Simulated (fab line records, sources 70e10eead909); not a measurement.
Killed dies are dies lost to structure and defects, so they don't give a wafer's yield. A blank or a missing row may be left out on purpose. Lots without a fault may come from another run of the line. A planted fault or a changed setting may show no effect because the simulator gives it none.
fab line records | flow nand_harc
record lots=24 wafers=72 last_day=33
route steps=1302 shown P_GATE@213 P_CONTACT@218 P_M0@268
lots that met no fault: from a run of the same line without faults
start_h: hours from the record's first day to the start of the lot's first wafer shown | wait_h: hours since the lot's step before | " the same as in the row above | L1.1+2: a row that stands for several wafers | - no value, or no start given | * or withheld: withheld | < > ~ a bound
route shown NAME@n: a module of which the file shows steps, and the number in the route of the first | usual: mean/standard deviation of fault-free wafers | same: alike in all rows | chamber/n: place in a boat | sites: the reading at each site | _std_site: their standard deviation | _edge_site: outer sites' mean less inner sites' | radius_mm: how far each site lies from the wafer's centre | mask NAME#n: copy n | behind: the tool/chamber that last shaped the wafer | hold: why the lot was held/for how many hours/how that ended | device: the transistor (n, p or np) that didn't switch | end of line: the same wafers' tests at the end of the route | a step without rows: its recipe alone | killed: dies lost to structure and defects at the first sort, not the wafer's yield | map: a wafer's dies, x killed, . not, _ none there
set.NAME: the setting as run; set.NAME@STEP: as run at that earlier step | model.NAME: the simulator's own value behind a step, which no gauge read
steps of the route over a sample of lots; a table a step, a row a wafer
services: from which hour (start_h, from the record's first day; less than 0 if before it) a tool's chamber was out of use, for how many hours, and why
## steps
# step NHARC_P_GATE_RTA_80
# recipe temp_c=300 time_s=30
# usual anneal_temp_c_max=301.6/0.42 lamp_power_pct=2.010/0.0045 wafer_temp_C_max=302.0/0.69
# columns lot.wafer tool chamber start_h wait_h anneal_temp_c_max lamp_power_pct wafer_temp_C_max
L074.1 rtp_anneal-02 0 119.06 - 301.0 2.012 301.3
L074.2 " 0 " " 301.5 2.012 301.7
L074.5 " 0 " " 301.8 2.007 301.8
L075.1 rtp_anneal-02 0 122.41 - 301.5 2.004 301.4
L075.2 " 0 " " 301.3 2.008 300.9
L075.5 " 0 " " 301.1 2.007 301.2
L076.1 rtp_anneal-01 0 132.46 - 301.9 2.012 301.8
L076.3 " 0 " " 301.4 2.012 302.5
L076.6 " 0 " " 301.6 2.008 302.1
L077.1 rtp_anneal-01 0 145.57 - 302.1 2.022 301.9
L077.2 " 0 " " 302.1 2.023 301.8
L077.5 " 0 " " 301.8 2.022 302.0
L078.4 rtp_anneal-01 0 157.72 - 301.8 2.013 303.7
L078.5 " 0 " " 301.8 2.014 302.3
L078.6 " 0 " " 302.6 2.014 302.3
L079.3 rtp_anneal-01 0 162.38 - 301.9 2.015 302.8
L079.4 " 0 " " 302.6 2.016 302.6
L079.6 " 0 " " 301.5 2.017 302.4
L080.2 rtp_anneal-02 0 179.40 - 301.4 2.004 301.2
L080.4 " 0 " " 301.2 2.006 301.4
L080.5 " 0 " " 301.2 2.005 301.8
L081.2 rtp_anneal-01 0 189.80 - 302.3 2.013 302.2
L081.4 " 0 " " 302.0 2.013 302.7
L081.5 " 0 " " 302.1 2.013 302.0
L082.2 rtp_anneal-02 0 194.78 - 301.2 2.007 301.1
L082.4 " 0 " " 300.8 2.007 301.4
L082.6 " 0 " " 301.5 2.008 301.2
L083.2 rtp_anneal-01 0 213.53 - 301.9 2.011 302.3
L083.3 " 0 " " 301.6 2.013 302.0
L083.5 " 0 " " 302.3 2.008 302.5
L084.1 rtp_anneal-01 0 217.34 - 301.8 2.008 302.1
L084.2 " 0 " " 301.4 2.010 302.3
L084.3 " 0 " " 302.0 2.012 303.0
L085.1 rtp_anneal-01 0 221.04 - 301.4 2.011 301.9
L085.3 " 0 " " 301.6 2.010 303.0
L085.6 " 0 " " 301.7 2.011 302.3
L086.2 rtp_anneal-02 0 232.66 - 301.3 2.005 301.7
L086.4 " 0 " " 301.1 2.002 301.4
L086.6 " 0 " " 301.6 2.004 301.3
L087.1 rtp_anneal-01 0 243.87 - 301.8 2.016 302.6
L087.2 " 0 " " 301.9 2.013 302.1
L087.6 " 0 " " 302.3 2.014 302.4
L089.2 rtp_anneal-01 0 262.76 - 301.6 2.012 302.7
L089.4 " 0 " " 301.9 2.011 303.0
L089.5 " 0 " " 302.6 2.011 301.7
L088.3 rtp_anneal-01 0 265.30 - 301.6 2.011 302.5
L088.5 " 0 " " 301.3 2.014 303.1
L088.6 " 0 " " 301.3 2.011 302.5
L090.1 rtp_anneal-01 0 282.67 - 301.4 2.017 302.4
L090.2 " 0 " " 301.8 2.013 302.1
L090.3 " 0 " " 301.7 2.015 302.4
L091.2 rtp_anneal-02 0 285.01 - 301.0 2.012 301.0
L091.3 " 0 " " 301.2 2.011 300.8
L091.6 " 0 " " 301.3 2.008 301.0
L092.1 rtp_anneal-02 0 294.71 - 301.0 2.004 301.6
L092.3 " 0 " " 301.2 2.002 301.6
L092.5 " 0 " " 301.8 2.005 301.3
L093.3 rtp_anneal-02 0 304.57 - 300.8 2.002 301.3
L093.5 " 0 " " 301.0 2.002 301.2
L093.6 " 0 " " 301.7 2.002 301.4
L094.1 rtp_anneal-01 0 320.12 - 302.4 2.013 301.6
L094.4 " 0 " " 301.9 2.013 302.7
L094.5 " 0 " " 301.9 2.009 302.0
L095.1 rtp_anneal-01 0 323.86 - 302.2 2.014 302.6
L095.4 " 0 " " 301.6 2.013 302.4
L095.5 " 0 " " 302.0 2.013 303.6
L096.4 rtp_anneal-02 0 337.12 - 300.9 2.006 301.3
L096.5 " 0 " " 301.3 2.006 301.6
L096.6 " 0 " " 301.1 2.008 302.0
L097.1 rtp_anneal-02 0 346.65 - 301.1 2.007 301.7
L097.3 " 0 " " 301.0 2.007 301.4
L097.4 " 0 " " 301.1 2.009 301.2
# step NHARC_P_CONTACT_DEP_00
# recipe target_thk_a=5000 temp_c=400 pressure_torr=6.5 rf_w=900 teos_flow_sccm=161.4 flow_sccm=2650 target_thk_nm=500 gas=O2 material=SiO2
# usual heater_power_w=576/69 susceptor_temp_C=399.98/0.23 throttle_valve_pct=16.2/0.53
# columns lot.wafer tool chamber start_h wait_h heater_power_w since_wet_clean_h susceptor_temp_C throttle_valve_pct
L074.2 pecvd-02 1 120.13 0.3 687 61 399.68 16.7
L074.1 " 2 " " 575 61 399.78 16.1
L074.5 " 2 " " 632 - 399.86 16.4
L075.1 pecvd-02 1 123.47 0.3 558 65 400.11 16.9
L075.2 " 2 " " 604 65 400.20 16.4
L075.5 " 2 " " 522 - 400.56 16.2
L076.3 pecvd-02 0 - - 582 74 399.83 16.7
L076.1 " 2 " " 612 75 399.78 16.2
L076.6 " 0 " " 618 - 399.60 16.7
L077.2 pecvd-01 1 - - 536 3 399.95 15.8
L077.1 " 2 " " 527 4 399.90 15.8
L077.5 " 2 " " 570 - 400.10 15.7
L078.5 pecvd-01 1 - - 553 - 399.88 15.6
L078.4 " 2 " " 471 - 399.81 15.7
L078.6 " 0 " " 540 - 399.79 15.7
L079.3 pecvd-04 2 - - 678 62 400.07 16.2
L079.6 " 2 " " 526 - 400.13 16.2
L079.4 " 0 " " 589 - 400.11 15.4
L080.2 pecvd-04 2 - - 658 79 400.34 15.9
L080.4 " 0 " " 486 - 400.12 15.4
L080.5 " 1 " " 545 - 400.11 16.7
L081.2 pecvd-02 2 - - 591 132 399.92 16.3
L081.5 " 2 " " 630 - 399.82 16.1
L081.4 " 1 " " 665 - 400.23 16.8
L082.2 pecvd-02 1 - - 656 137 399.91 17.2
L082.6 " 2 " " 546 - 400.22 16.5
L082.4 " 0 " " 605 - 399.90 17.0
L083.3 pecvd-02 2 - - 610 156 400.16 16.4
L083.2 " 0 " " 594 156 399.78 16.9
L083.5 " 2 " " 633 - 400.44 16.3
L084.2 pecvd-04 0 218.41 0.3 606 117 399.89 15.2
L084.1 " 1 " " 688 117 399.67 16.6
L084.3 " 0 " " 615 - 399.83 15.5
L085.1 pecvd-04 0 222.12 0.3 559 121 400.00 15.3
L085.3 " 1 " " 614 - 400.18 16.6
L085.6 " 0 " " 599 - 399.83 15.4
L086.2 pecvd-04 0 - - 618 132 399.84 15.2
L086.4 " 2 " " 669 - 399.93 16.1
L086.6 " 0 " " 620 - 400.18 15.4
L087.1 pecvd-01 1 244.94 0.3 422 102 400.07 15.4
L087.2 " 2 " " 504 102 399.92 15.7
L087.6 " 2 " " 544 - 400.23 15.9
L089.2 pecvd-02 0 - - 617 24 399.92 16.3
L089.4 " 2 " " 573 - 399.79 15.7
L089.5 " 1 " " 621 - 399.85 16.5
L088.3 pecvd-01 0 - - 482 123 399.92 15.8
L088.6 " 0 " " 513 - 399.96 15.8
L088.5 " 2 " " 543 - 400.07 16.2
L090.3 pecvd-04 2 - - 578 1 399.69 16.0
L090.2 " 0 " " 608 1 400.02 15.6
L090.1 " 1 " " 557 1 399.64 16.4
L091.2 pecvd-01 0 - - 467 143 399.87 15.9
L091.3 " 1 " " 539 143 400.17 15.9
L091.6 " 2 " " 416 - 400.14 16.0
L092.1 pecvd-04 1 - - 530 13 400.18 16.7
L092.3 " 2 " " 657 13 399.91 16.3
L092.5 " 0 " " 650 - 400.24 15.4
L093.3 pecvd-04 2 - - 518 23 400.06 16.0
L093.6 " 1 " " 561 - 400.20 16.4
L093.5 " 2 " " 555 - 399.92 16.2
L094.1 pecvd-04 1 - - 564 39 400.02 16.6
L094.4 " 2 " " 508 - 399.75 16.3
L094.5 " 1 " " 578 - 400.26 16.6
L095.1 pecvd-01 2 - - 464 1 399.93 15.8
L095.4 " 0 " " 416 - 400.11 15.8
L095.5 " 1 " " 488 - 399.74 15.6
L096.6 pecvd-02 1 - - 606 - 400.36 17.0
L096.5 " 2 " " 568 - 399.98 16.0
L096.4 " 0 " " 638 - 400.58 16.5
L097.3 pecvd-02 2 - - 579 108 400.29 15.9
L097.1 " 1 " " 573 108 399.94 17.3
L097.4 " 1 " " 610 - 400.12 17.1
# step NHARC_P_CONTACT_DESCUM_17
# recipe time_s=3 o2_flow_sccm=200 ar_flow_sccm=0 bias_power_w=0 chemistry=O2
# usual drypump_motor_current_A=5.9/0.5 oes_product_au=1.001/0.014 rf_vpp_V=57.7/0.98 showerhead_plenum_p_Torr=1.93/0.086 throttle_valve_pct=11.310/0.0088
# same bias_power_w=0
# columns lot.wafer tool chamber start_h wait_h drypump_motor_current_A oes_product_au rf_hours_counter_h rf_vpp_V showerhead_plenum_p_Torr throttle_valve_pct
L074.1 rie_diel-05 0 121.80 0.1 4.9 1.008 1.8 58.5 2.03 11.304
L074.2 " 2 " " 5.7 0.986 1.6 59.5 1.85 11.310
L074.5 " 0 " " 4.9 1.007 - 58.3 2.03 11.317
L075.2 rie_diel-02 0 125.12 0.1 6.0 0.983 2.7 56.2 1.89 11.297
L075.1 " 3 " " 5.7 1.004 2.6 58.1 1.96 11.308
L075.5 " 0 " " 6.0 0.969 - 57.3 1.89 11.308
L076.3 rie_diel-11 0 134.94 0.1 6.7 1.032 2.5 58.1 1.98 11.311
L076.1 " 3 " " 5.1 0.986 1.9 57.6 2.04 11.309
L076.6 " 0 " " 6.7 1.026 - 58.0 1.98 11.303
L077.1 rie_diel-05 2 148.01 0.1 5.7 1.000 2.3 57.8 1.85 11.300
L077.2 " 1 " " 6.6 0.998 2.7 58.0 1.87 11.292
L077.5 " 3 " " 5.6 0.999 - 57.9 1.99 11.326
L078.4 rie_diel-02 0 160.12 0.1 6.0 0.984 3.4 56.7 1.89 11.320
L078.5 " 3 " " 5.7 1.003 - 58.2 1.96 11.305
L078.6 " 0 " " 6.0 0.968 - 59.4 1.89 11.304
L079.3 rie_diel-05 0 164.80 0.1 5.0 1.012 3.2 57.6 2.03 11.310
L079.6 " 1 " " 6.6 1.018 - 57.9 1.87 11.319
L079.4 " 2 " " 5.6 1.001 - 56.6 1.85 11.301
L080.4 rie_diel-02 0 181.90 0.1 6.0 0.981 4.2 57.6 1.89 11.317
L080.2 " 1 " " 5.8 1.011 3.9 56.6 1.82 11.296
L080.5 " 3 " " 5.7 1.008 - 58.2 1.96 11.320
L081.2 rie_diel-11 2 192.33 0.1 6.0 1.008 3.6 57.7 2.06 11.320
L081.4 " 0 " " 6.7 1.013 4.0 59.8 1.98 11.311
L081.5 " 2 " " 6.0 1.018 - 57.4 2.06 11.305
L082.2 rie_diel-05 1 197.21 0.1 6.6 1.013 4.0 57.2 1.87 11.314
L082.4 " 2 " " 5.6 0.991 3.8 57.7 1.85 11.302
L082.6 " 1 " " 6.5 1.009 - 56.8 1.87 11.301
L083.2 rie_diel-11 1 215.84 0.1 6.1 0.998 6.2 56.7 1.85 11.329
L083.3 " 3 " " 5.2 0.983 5.7 56.2 2.04 11.312
L083.5 " 1 " " 6.1 0.987 - 56.6 1.85 11.306
L084.2 rie_diel-11 1 220.03 0.1 6.1 1.000 6.8 57.3 1.85 11.288
L084.3 " 3 " " 5.1 0.980 6.2 60.0 2.04 11.311
L084.1 " 0 " " 6.7 1.037 6.5 57.8 1.98 11.308
L085.1 rie_diel-11 1 223.74 0.1 6.1 0.992 7.2 56.8 1.85 11.318
L085.3 " 3 " " 5.1 0.971 6.7 58.1 2.04 11.312
L085.6 " 0 " " 6.7 1.014 - 57.7 1.98 11.305
L086.2 rie_diel-02 1 235.10 0.1 5.7 0.999 0.1 57.4 1.82 11.302
L086.4 " 2 " " 6.3 1.011 0.1 56.9 1.81 11.310
L086.6 " 3 " " 5.7 0.994 - 58.8 1.96 11.304
L087.2 rie_diel-11 1 246.60 0.1 6.1 0.986 8.2 57.8 1.85 11.314
L087.1 " 2 " " 6.0 1.005 5.5 59.1 2.06 11.310
L087.6 " 3 " " 5.1 0.973 - 59.1 2.04 11.298
L089.4 rie_diel-11 2 265.23 0.1 6.0 1.001 0 59.0 2.06 11.310
L089.2 " 3 " " 5.1 0.997 0 60.3 2.04 11.322
L089.5 " 1 " " 6.1 0.996 - 56.6 1.85 11.310
L088.3 rie_diel-11 2 267.75 0.1 6.0 1.013 0.3 57.9 2.06 11.303
L088.5 " 1 " " 6.1 0.997 - 57.0 1.85 11.302
L088.6 " 2 " " 6.0 1.011 - 57.6 2.06 11.308
L090.1 rie_diel-05 1 285.12 0.1 6.6 1.034 1.0 57.7 1.87 11.311
L090.3 " 2 " " 5.6 0.994 0.9 56.8 1.84 11.311
L090.2 " 0 " " 5.0 1.003 1.0 57.7 2.03 11.307
L091.2 rie_diel-02 2 287.43 0.1 6.3 1.010 1.8 58.6 1.81 11.318
L091.3 " 1 " " 5.8 0.993 1.5 56.5 1.82 11.301
L091.6 " 3 " " 5.7 1.005 - 58.1 1.96 11.313
L092.1 rie_diel-02 0 297.05 0.1 6.0 0.995 1.6 57.3 1.89 11.308
L092.3 " 2 " " 6.4 1.027 2.2 55.6 1.81 11.322
L092.5 " 3 " " 5.7 1.015 - 58.9 1.96 11.285
L093.3 rie_diel-05 0 306.87 0.1 4.9 1.002 1.6 57.0 2.03 11.303
L093.5 " 0 " " 4.9 1.000 - 59.0 2.03 11.305
L093.6 " 1 " " 6.6 1.030 - 57.8 1.87 11.301
L094.4 rie_diel-11 0 322.59 0.1 6.6 0.999 3.2 58.3 1.98 11.302
L094.1 " 1 " " 6.1 0.999 2.2 57.0 1.85 11.317
L094.5 " 1 " " 6.1 1.003 - 57.1 1.85 11.322
L095.4 rie_diel-11 2 326.34 0.1 6.0 1.009 3.5 59.4 2.06 11.317
L095.1 " 1 " " 6.2 0.991 2.6 57.5 1.84 11.306
L095.5 " 3 " " 5.1 0.990 - 58.0 2.04 11.323
L096.4 rie_diel-02 1 339.51 0.1 5.8 1.000 2.8 56.6 1.82 11.304
L096.5 " 0 " " 6.0 1.004 - 58.3 1.89 11.309
L096.6 " 1 " " 5.8 0.996 - 56.4 1.82 11.318
L097.4 rie_diel-02 0 349.18 0.1 6.0 0.999 3.1 58.6 1.89 11.323
L097.3 " 1 " " 5.7 1.004 3.2 57.1 1.82 11.298
L097.1 " 2 " " 6.3 1.013 3.6 56.1 1.81 11.313
# step NHARC_P_CONTACT_ALD_22
# recipe target_thk_a=30 pulse_time_s=1 ald_cycles=150 temp_c=450 material=TiN
# usual heater_power_w=1062/46 precursor_pulse_height_rel=0.999/0.02 susceptor_temp_C=449.99/0.27
# columns lot.wafer tool chamber start_h wait_h heater_power_w precursor_pulse_height_rel since_wet_clean_h susceptor_temp_C
L074.2 ald_metal-01 2 123.71 - 1056 0.999 122 -
L074.1 " 0 " " 1106 1.018 122 -
L074.5 " 2 " " 1033 0.966 - -
L075.1 ald_metal-02 3 127.00 - 1097 1.004 41 449.96
L075.2 " 0 " " 1093 1.038 41 449.67
L075.5 " 2 " " 1025 0.992 - 449.63
L076.3 ald_metal-04 0 136.79 - 1069 0.992 9 450.29
L076.1 " 1 " " 1097 1.028 9 450.26
L076.6 " 3 " " 1050 1.019 - 450.22
L077.1 ald_metal-01 2 149.84 - 1052 1.020 148 450.37
L077.2 " 1 " " 1042 0.998 148 450.06
L077.5 " 3 " " 1036 1.024 - 450.08
L078.4 ald_metal-01 1 161.99 - 1028 1.026 160 449.81
L078.6 " 2 " " 1045 0.995 - 450.19
L078.5 " 3 " " 1038 0.988 - 449.58
L079.3 ald_metal-04 2 166.65 - 981 0.977 39 450.01
L079.4 " 3 " " 1088 0.981 39 449.98
L079.6 " 2 " " 986 0.991 - 449.71
L080.2 ald_metal-04 2 183.74 - 971 0.955 56 450.16
L080.4 " 3 " " 1091 0.998 56 449.88
L080.5 " 0 " " 1077 0.987 - 449.91
L081.2 ald_metal-02 2 194.15 - 1060 0.995 108 449.77
L081.4 " 3 " " 1050 0.999 108 449.95
L081.5 " 2 " " 1098 1.020 - 449.81
L082.4 ald_metal-01 1 199.06 - 1093 1.026 19 449.76
L082.2 " 2 " " 1017 1.045 19 449.45
L082.6 " 1 " " 1114 0.980 - 449.65
L083.3 ald_metal-02 2 217.85 - 1063 1.015 132 450.22
L083.2 " 0 " " 1103 1.004 132 449.81
L083.5 " 2 " " 1088 0.996 - 450.37
L084.2 ald_metal-02 3 222.08 - 1077 0.953 136 449.60
L084.3 " 0 " " 1108 0.964 136 449.48
L084.1 " 1 " " 1049 0.997 136 449.86
L085.1 ald_metal-01 1 225.74 - 1098 1.009 46 450.28
L085.3 " 0 " " 1047 0.980 46 450.20
L085.6 " 1 " " 1108 0.977 - 450.39
L086.2 ald_metal-01 3 236.91 - 1033 1.009 57 450.07
L086.4 " 3 " " 1032 1.003 - 450.07
L086.6 " 0 " " 1032 0.979 - 449.83
L087.2 ald_metal-02 0 248.47 - 1107 1.007 163 449.67
L087.1 " 3 " " 1048 1.020 163 450.28
L087.6 " 0 " " 1118 1.007 - 450.40
L089.2 ald_metal-04 2 267.05 - 982 0.996 139 449.87
L089.4 " 3 " " 1104 0.999 139 450.40
L089.5 " 2 " " 978 0.931 - 450.01
L088.3 ald_metal-01 3 269.57 - 1006 0.980 90 449.88
L088.6 " 3 " " 1009 1.000 - 450.18
L088.5 " 0 " " 1054 0.991 - 450.05
L090.2 ald_metal-01 2 287.00 - 984 0.975 107 450.19
L090.3 " 3 " " 1009 0.978 107 449.86
L090.1 " 0 " " 1088 0.981 107 450.54
L091.3 ald_metal-04 1 289.28 - 1122 1.006 161 449.89
L091.2 " 3 " " 1079 0.988 161 450.32
L091.6 " 0 " " 1082 0.992 - 450.17
L092.3 ald_metal-01 3 299.33 - 1026 0.978 119 449.94
L092.1 " 1 " " 1067 0.987 119 450.55
L092.5 " 0 " " 1084 1.008 - 449.61
L093.3 ald_metal-02 0 308.72 - 1073 1.009 45 449.67
L093.5 " 3 " " 1036 0.998 - 449.92
L093.6 " 0 " " 1103 0.995 - 449.65
L094.4 ald_metal-04 2 324.44 - 1032 1.054 18 449.81
L094.1 " 0 " " 1125 0.985 19 449.90
L094.5 " 1 " " 1126 0.995 - 449.95
L095.4 ald_metal-04 1 328.16 - 1128 1.024 22 449.87
L095.1 " 0 " " 1152 1.003 22 450.03
L095.5 " 1 " " 1145 0.981 - 450.02
L096.4 ald_metal-01 2 341.42 - 1020 0.994 - 449.90
L096.5 " 2 " " 983 1.019 - 450.04
L096.6 " 1 " " 1094 0.977 - 450.08
L097.1 ald_metal-02 3 351.05 - 1032 1.032 87 449.88
L097.3 " 0 " " 1121 0.989 87 449.79
L097.4 " 2 " " 1110 1.006 87 449.61
# step NHARC_P_M0_ETCH_15
# recipe target_depth_a=1500 overetch_a=150 time_s=82.5 c4f8_flow_sccm=withheld ar_flow_sccm=400 rf_w=600 bias_w=300 chemistry=C4F8/Ar
# usual oes_product_au=0.958/0.019 rf_vpp_V=440.8/2
# columns lot.wafer tool chamber start_h wait_h oes_product_au rf_hours_counter_h rf_vpp_V
L074.1 rie_diel-06 2 - - 0.975 30 437.2
L074.2 " 0 " " 0.972 28 440.1
L074.5 " 1 " " 0.971 - 445.9
L075.1 rie_diel-06 0 - - 0.992 28 442.0
L075.2 " 2 " " 0.962 30 438.3
L075.5 " 0 " " 0.986 - 441.1
L076.1 rie_diel-06 1 - - 0.965 0 444.1
L076.3 " 2 " " 0.955 0 437.3
L076.6 " 2 " " 0.960 - 438.0
L077.2 rie_diel-01 1 - - 0.944 37 440.2
L077.1 " 3 " " 0.956 38 440.9
L077.5 " 1 " " 0.939 - 440.2
L078.4 rie_diel-13 3 - - 0.938 58 442.2
L078.6 " 0 " " 0.939 - 441.8
L078.5 " 1 " " 0.924 - 439.2
L079.4 rie_diel-01 2 - - 0.943 40 439.8
L079.3 " 0 " " 0.949 48 438.9
L079.6 " 1 " " 0.930 - 440.4
L080.2 rie_diel-06 2 - - 0.926 6 438.3
L080.4 " 3 " " 0.950 6 441.1
L080.5 " 0 " " 0.945 - 441.2
L081.2 rie_diel-06 2 - - 0.938 6 438.0
L081.4 " 0 " " 0.967 7 439.6
L081.5 " 2 " " 0.925 - 437.4
L082.2 rie_diel-13 0 - - 0.940 6 442.5
L082.6 " 2 " " 0.931 - 440.0
L082.4 " 1 " " 0.940 - 439.1
L083.3 rie_diel-13 2 - - 0.965 15 439.5
L083.2 " 3 " " 0.971 11 440.2
L083.5 " 2 " " 0.962 - 440.2
L084.3 rie_diel-06 1 - - 0.958 14 444.1
L084.2 " 2 " " 0.961 12 437.8
L084.1 " 3 " " 0.978 13 440.6
L085.1 rie_diel-06 3 - - 0.969 13 442.4
L085.3 " 2 " " 0.948 12 437.2
L085.6 " 0 " " 0.955 - 440.9
L086.2 rie_diel-06 1 - - 0.982 16 443.4
L086.4 " 0 " " 0.976 16 441.2
L086.6 " 1 " " 0.980 - 443.4
L087.1 rie_diel-06 2 - - 0.940 16 437.8
L087.2 " 0 " " 0.983 18 439.7
L087.6 " 2 " " 0.935 - 438.3
L089.4 rie_diel-06 2 - - 0.956 20 436.5
L089.2 " 3 " " 0.963 21 442.0
L089.5 " 2 " " 0.969 - 439.4
L088.3 rie_diel-01 3 - - 0.970 18 439.2
L088.6 " 2 " " 0.983 - 441.2
L088.5 " 3 " " 0.961 - 439.1
L090.1 rie_diel-06 0 - - 0.960 27 439.3
L090.2 " 1 " " 0.981 23 442.7
L090.3 " 2 " " 0.949 24 437.3
L091.3 rie_diel-01 1 - - 0.958 32 440.2
L091.2 " 3 " " 0.987 24 440.1
L091.6 " 1 " " 0.963 - 440.9
L092.3 rie_diel-06 3 - - 0.981 28 440.4
L092.1 " 2 " " 0.935 26 436.0
L092.5 " 3 " " 0.990 - 440.4
L093.3 rie_diel-01 1 - - 0.948 36 441.8
L093.5 " 2 " " 0.940 - 441.6
L093.6 " 3 " " 0.950 - 439.0
L094.4 rie_diel-13 3 - - 0.900 43 440.5
L094.1 " 2 " " 0.923 49 440.4
L094.5 " 3 " " 0.912 - 441.5
L095.4 rie_diel-06 0 - - 0.979 3 440.7
L095.1 " 1 " " 0.988 3 444.9
L095.5 " 0 " " 0.971 - 441.6
L096.4 rie_diel-06 2 - - 0.946 4 437.8
L096.5 " 3 " " 0.969 - 444.3
L096.6 " 0 " " 0.936 - 440.8
L097.4 rie_diel-06 1 - - 0.990 7 442.8
L097.3 " 2 " " 0.964 7 438.6
L097.1 " 3 " " 0.974 8 441.7
# step NHARC_P_M0_INSPECT_27
# usual raw_defect_count=304/110
# columns lot.wafer tool chamber start_h wait_h raw_defect_count
L074.1 defect_inspect-01 - 128.53 0.0 278
L074.2 " - " " 182
L074.5 " - " " 223
L075.1 defect_inspect-02 - 131.77 0.0 566
L075.2 " - " " 250
L075.5 " - " " 539
L076.1 defect_inspect-02 - 142.12 0.0 243
L076.3 " - " " 209
L076.6 " - " " 168
L077.1 defect_inspect-02 - 154.73 0.0 510
L077.2 " - " " 397
L077.5 " - " " 503
L078.4 defect_inspect-02 - 166.64 0.0 412
L078.5 " - " " 305
L078.6 " - " " 263
L079.3 defect_inspect-01 - 171.95 0.0 200
L079.4 " - " " 380
L079.6 " - " " 197
L080.2 defect_inspect-02 - 189.03 0.0 196
L080.4 " - " " 216
L080.5 " - " " 293
L081.2 defect_inspect-02 - 199.03 0.0 221
L081.4 " - " " 118
L081.5 " - " " 245
L082.2 defect_inspect-02 - 203.82 0.0 206
L082.4 " - " " 227
L082.6 " - " " 309
L083.2 defect_inspect-02 - 222.66 0.0 212
L083.3 " - " " 230
L083.5 " - " " 324
L084.1 defect_inspect-02 - 227.00 0.0 484
L084.2 " - " " 378
L084.3 " - " " 408
L085.1 defect_inspect-01 - 230.44 0.0 277
L085.3 " - " " 359
L085.6 " - " " 326
L086.2 defect_inspect-01 - 241.81 0.0 265
L086.4 " - " " 280
L086.6 " - " " 373
L087.1 defect_inspect-01 - 253.30 0.0 223
L087.2 " - " " 277
L087.6 " - " " 323
L089.2 defect_inspect-01 - 271.88 0.0 308
L089.4 " - " " 311
L089.5 " - " " 309
L088.3 defect_inspect-02 - 274.36 0.0 419
L088.5 " - " " 256
L088.6 " - " " 349
L090.1 defect_inspect-01 - 291.82 0.0 564
L090.2 " - " " 367
L090.3 " - " " 361
L091.2 defect_inspect-01 - 294.08 0.0 146
L091.3 " - " " 268
L091.6 " - " " 199
L092.1 defect_inspect-01 - 304.14 0.0 171
L092.3 " - " " 174
L092.5 " - " " 175
L093.3 defect_inspect-01 - 313.64 0.0 266
L093.5 " - " " 320
L093.6 " - " " 205
L094.1 defect_inspect-02 - 329.11 0.0 381
L094.4 " - " " 448
L094.5 " - " " 394
L095.1 defect_inspect-02 - 332.86 0.0 290
L095.4 " - " " 354
L095.5 " - " " 513
L096.4 defect_inspect-02 - 346.29 0.0 465
L096.5 " - " " 385
L096.6 " - " " 385
L097.1 defect_inspect-02 - 356.05 0.0 285
L097.3 " - " " 240
L097.4 " - " " 473
## services
# columns tool chamber start_h hours kind
pecvd-02 0 106.69 16.7 repair
rie_diel-06 - 130.24 9.0 pm
rie_diel-11 0 150.61 4.0 repair
pecvd-02 - 159.09 4.6 repair
ald_metal-01 0 164.05 27.9 repair
rie_diel-11 2 168.46 1.9 repair
ald_metal-01 - 170.00 10.0 pm
rie_diel-06 0 172.62 2.4 repair
rie_diel-11 - 193.68 1.4 repair
pecvd-02 - 200.95 1.0 repair
rie_diel-11 2 214.71 15.5 repair
pecvd-04 2 216.04 6.3 repair
pecvd-02 - 227.01 13.0 pm
ald_metal-01 1 227.20 27.8 repair
rie_diel-11 - 230.10 0.1 repair
rie_diel-11 - 255.50 9.0 pm
rie_diel-11 1 271.01 10.4 repair
ald_metal-01 - 271.03 0.7 repair
rie_diel-11 3 280.69 7.5 repair
rie_diel-06 - 307.24 9.0 pm
ald_metal-01 0 322.50 42.1 repair
ald_metal-01 - 327.42 0.8 repair
ald_metal-01 3 339.89 3.0 repair
ald_metal-01 - 348.00 10.0 pm
## key
fault none
